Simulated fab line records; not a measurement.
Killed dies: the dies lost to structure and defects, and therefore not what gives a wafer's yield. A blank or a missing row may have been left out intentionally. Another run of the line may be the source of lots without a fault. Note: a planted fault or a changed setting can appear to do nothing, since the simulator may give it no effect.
A struck lot beside a sound one    flow nandHarc    40 steps out of a route of 1159
Sound: the wafers L994.1, L994.2, L994.3. Wafers L114.3, L114.4, L114.5 were the ones struck. The cause comes at the end.
At each step with rows: each side's tool, then ch and its chambers, then its first start. Under that, the readings that differ: sound wafers    struck wafers    difference of the means    sigmas: that difference in standard deviations of wafers without a fault.
alike: readings whose means differ by less than 2 such deviations, and words and numbers that are the same on both sides. not compared: withheld readings, readings that some wafer has no value for, bounds like >300 that may hide the same value, and numbers for which the record gives no deviation and whose values overlap.
Wherever a step has rows on one side only, a row that says differs or no value, or a row with sigmas, the two part there. When numbers do not overlap yet have no deviation, they are printed without sigmas and do not part them. Lack of a reading on every wafer of one side parts them only where that side has two or more wafers.

first, 2 steps without rows for these wafers: NHARC_THIN_TSV_DESCUM_14 (chemistry O2, time 3 s); NHARC_THIN_TSV_ETCH_44 (etches the open film in CF4/O2, target depth 1594.2 nm, time 797.1 s).
NHARC_THIN_TSV_ETCH_15: target depth 3000 nm, bosch target overetch cycles 2, bosch etch step 2.8 s.
  sound on rieSi-04 ch 0,1,3, day 18 21:43; struck on rieSi-04 ch 0,1, day 24 02:56
  alike: drypumpMotorCurrentA
  not compared: rfHoursCounterH
NHARC_THIN_TSV_CD_MEAS_16:
  sound on cdSem-01, day 18 21:52; struck on cdSem-03, day 24 03:05
  alike: cdNm
then, 3 steps without rows for these wafers: NHARC_THIN_TSV_STRIP_45 (strips in O2); NHARC_THIN_TSV_STRIP_46 (strips in post etch residue remover, time 1200 s); NHARC_THIN_TSV_DEP_47 (deposits SiO2, target thk 200 nm).
NHARC_THIN_TSV_ETCHBACK_48: etches the open film in C4F8/Ar, target depth 1028.5 nm, time 405.17 s.
  sound on rieDiel-12 ch 0,1,2, day 18 23:09; struck on rieDiel-03 ch 0,1,2, day 24 04:33
  alike: oesProductAu, rfVppV
  not compared: rfHoursCounterH
then, 1 step without rows for these wafers: NHARC_THIN_TSV_STRIP_62 (strips in N2/H2, time 20 s).
NHARC_THIN_TSV_DEGAS_49: time 120 s.
  sound on pvdSputter-01, day 18 23:41; struck on pvdSputter-03, day 24 05:01
reading           sound        struck       difference  sigmas
heaterPowerW (W)  426 447 457  527 512 523  +77         +2
then, 2 steps without rows for these wafers: NHARC_THIN_TSV_PRE_CLEAN_50 (time 30 s); NHARC_THIN_TSV_PVD_19 (deposits TaN, target thk 20 nm).
NHARC_THIN_TSV_PVD_51: deposits Cu, target thk 100 nm.
  sound on pvdSputter-01, day 18 23:58; struck on pvdSputter-03, day 24 05:18
  alike: throttleValvePct
then, 2 steps without rows for these wafers: NHARC_THIN_TSV_ECD_20 (material Cu, target thk 2000 nm); NHARC_THIN_TSV_ANNEAL_52 (time 90 s).
NHARC_THIN_TSV_CMP_21: polishes, t overpolish 30 s, target thk 2000 nm.
  sound on cmp-03 ch 0,2,3, day 19 01:13; struck on cmp-04 ch 2,3, day 24 06:34
  alike: motorCurrentA, overpolishRunS
then, 13 steps without rows for these wafers: NHARC_THIN_TSV_SRD_23; NHARC_THIN_TSV_DEGAS_53 (time 60 s); NHARC_THIN_TSV_PRE_CLEAN_54 (time 30 s); NHARC_THIN_TSV_PVD_55 (deposits TiN, target thk 50 nm); NHARC_THIN_TSV_PVD_24 (deposits Al, target thk 800 nm); NHARC_THIN_TSV_DEHYDRATE_25 (time 120 s); NHARC_THIN_TSV_HMDS_26 (time 30 s); NHARC_THIN_TSV_COAT_27; NHARC_THIN_TSV_SOFTBAKE_28 (time 95 s); NHARC_THIN_TSV_EBR_29; NHARC_THIN_TSV_EXPOSE_30 (exposes mask PAD); NHARC_THIN_TSV_PEB_31 (peb time 85 s); NHARC_THIN_TSV_DEVELOP_32 (time 70 s).
NHARC_THIN_TSV_CD_MEAS_33 targets a cd of 5000 nm.
  sound on cdSem-03 ch 0, day 19 02:43; struck on cdSem-03 ch 0, day 24 08:01
  alike: cdNm
then, 4 steps without rows for these wafers: NHARC_THIN_TSV_HARDBAKE_34 (time 80 s); NHARC_THIN_TSV_DESCUM_35 (chemistry O2, time 3 s); NHARC_THIN_TSV_ETCH_59 (etches the open film in Cl2/BCl3, target depth 880 nm, time 138.1 s); NHARC_THIN_TSV_ETCH_36 (etches the open film in Cl2/BCl3, target depth 65 nm, time 18.571 s).
NHARC_THIN_TSV_STRIP_56: strips in O2.
  sound on plasmaAsher-02 ch 0,1, day 19 03:27; struck on plasmaAsher-02 ch 0,1, day 24 08:59
reading           sound  struck    difference                    sigmas
rfReflPowerW (W)  - - -  23 22 24  no value on the sound wafers  
  alike: drypumpMotorCurrentA, heaterPowerW
  not compared: rfHoursCounterH
then, 1 step without rows for these wafers: NHARC_THIN_TSV_STRIP_57 (strips in post etch residue remover, time 1200 s).
NHARC_THIN_TSV_CD_MEAS_37:
  sound on cdSem-02, day 19 04:15; struck on cdSem-03, day 24 09:42
  alike: cdNm
then, 1 step without rows for these wafers: NHARC_THIN_TSV_ANNEAL_58 (time 1800 s).
NHARC_THIN_TSV_INSPECT_40:
  sound on defectInspect-02, day 19 06:01; struck on defectInspect-02, day 24 14:09
reading         sound        struck       difference  sigmas
rawDefectCount  339 433 365  518 454 667  +167        +2
NHARC_END_SORT_01:
  sound on prober-02 ch 0, day 19 09:03; struck on prober-02 ch 0, day 24 20:55
reading                 sound           struck                                                             difference                    sigmas
hold                    - - -           awaitDispo/3.3h/scrap awaitDispo/3.3h/scrap awaitDispo/3.3h/scrap  no value on the sound wafers  
defectLimitedYield (%)  96.3 96.2 95.7  0 0 0                                                              -96                           -64
killedAtOther           0 0 0           631 632 624                                                        +629                          +99 or more
killedDies              25 26 29        677 677 677                                                        +650                          +65
sort_bin_2_pct (%)      0.9 1.0 1.6     95.7 95.9 95.6                                                     +94.6                         +99 or more
sortNPass               652 651 648     0 0 0                                                              -650                          -65
sortRimYieldPct (%)     99.1 99.1 95.3  0 0 0                                                              -98                           -51
sortYieldPct (%)        96.3 96.2 95.7  0 0 0                                                              -96                           -64
  alike: killedAtArray, killedAtPeriphery, killedOpen, killedShort, sort_bin_3_pct, sort_bin_4_pct

WHERE THEY PART
Last at NHARC_END_SORT_01 as far as this record goes, first at NHARC_THIN_TSV_DEGAS_49.

WHY: the cause the simulator had injected
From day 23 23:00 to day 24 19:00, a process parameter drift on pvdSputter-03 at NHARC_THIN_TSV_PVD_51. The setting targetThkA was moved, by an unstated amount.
